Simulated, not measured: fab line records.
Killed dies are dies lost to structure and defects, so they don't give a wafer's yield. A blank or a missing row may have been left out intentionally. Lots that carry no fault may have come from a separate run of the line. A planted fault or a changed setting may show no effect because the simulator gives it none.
Struck lot and sound lot, side by side    flow nand harc    14 out of 1302 route steps
Sound: these wafers, L788.3, L788.4, L788.6. Wafers struck: L798.1, L798.3, L798.4. The cause is named last.
Order at every step that has rows: each side's tool, ch and its chambers, its first start. Under that, the readings that differ: sound wafers    struck wafers    difference of the means    sigmas: that difference in standard deviations of wafers without a fault.
alike: readings whose means differ by less than 2 such deviations, and words and numbers that are the same on both sides. not compared: withheld readings, readings that some wafer has no value for, bounds like >300 that may hide the same value, and numbers for which the record gives no deviation and whose values overlap.
The two part at a step that has a row with sigmas, a row that says differs or no value, or rows on one side only. When numbers do not overlap yet have no deviation, they are printed without sigmas and do not part them. A reading that every wafer of one side lacks parts them only if that side has two wafers or more.

NHARC_A_M0_CMP_23: polishes, t overpolish 20 s, target thk 113.75 nm.
  sound on cmp-03 ch 2,3, day 23 12:29; struck on cmp-04 ch 0,2,3, day 27 07:28
  alike: motor current A, time to endpoint s
NHARC_A_M0_THK_MEAS_24: measures by xrf.
  sound on film metro-02 at day 23 12:48; struck on film metro-02 at day 27 07:45
  alike: thk nm
then, 1 step without rows for these wafers: NHARC_A_M0_SRD_25.
NHARC_A_M0_INSPECT_27:
  sound on defect inspect-02 at day 23 12:57; struck on defect inspect-01 at day 27 07:56
  alike: raw defect count
NHARC_A_M0_PRE_CLEAN_31: time 12 s.
  sound on pecvd-04 ch 0,2, day 23 13:04; struck on pecvd-01 ch 1,2, day 27 08:00
  alike: heater power w
NHARC_A_M0_DEP_32: deposits SiCN, target thk 30 nm.
  sound on pecvd-04 ch 0,2, day 23 13:16; struck on pecvd-01 ch 1,2, day 27 08:05
reading             sound        struck       difference  sigmas
heater power w (W)  749 695 729  515 617 510  -177        -2
  alike: chamber pressure Torr, showerhead vpp V
then, 5 steps without rows for these wafers: NHARC_A_M1_DEP_00 (deposits SiOC, target thk 182.5 nm); NHARC_A_M1_DEHYDRATE_01 (time 120 s); NHARC_A_M1_HMDS_02 (time 30 s); NHARC_A_M1_COAT_34 (time 65 s); NHARC_A_M1_COAT_03 (resist thk 90 nm).
NHARC_A_M1_SOFTBAKE_04: time 55 s.
  sound on litho track-06 ch 0, day 23 14:00; struck on litho track-06 ch 0, day 27 08:00
reading                   sound                 struck                difference  sigmas
heater power total W (W)  188.29 188.49 188.51  193.70 193.48 193.74  +5.21       +43
then, 1 step without rows for these wafers: NHARC_A_M1_EBR_05.
NHARC_END_SORT_01:
  sound on prober-01 ch 0, day 25 05:16; struck on prober-02 ch 0, day 28 22:01
reading       sound   struck  difference  sigmas
killed short  2 4 10  2 3 0   -4          -2
  alike: defect limited yield, killed at array, killed at other, killed at periphery, killed dies, killed open, sort_bin_2_pct, sort_bin_3_pct, sort_bin_4_pct, sort n pass, sort rim yield pct, sort yield pct

WHERE THEY PART
Last at NHARC_END_SORT_01 as far as this record goes, first at NHARC_A_M0_DEP_32.

WHY: what had been put in by the simulator
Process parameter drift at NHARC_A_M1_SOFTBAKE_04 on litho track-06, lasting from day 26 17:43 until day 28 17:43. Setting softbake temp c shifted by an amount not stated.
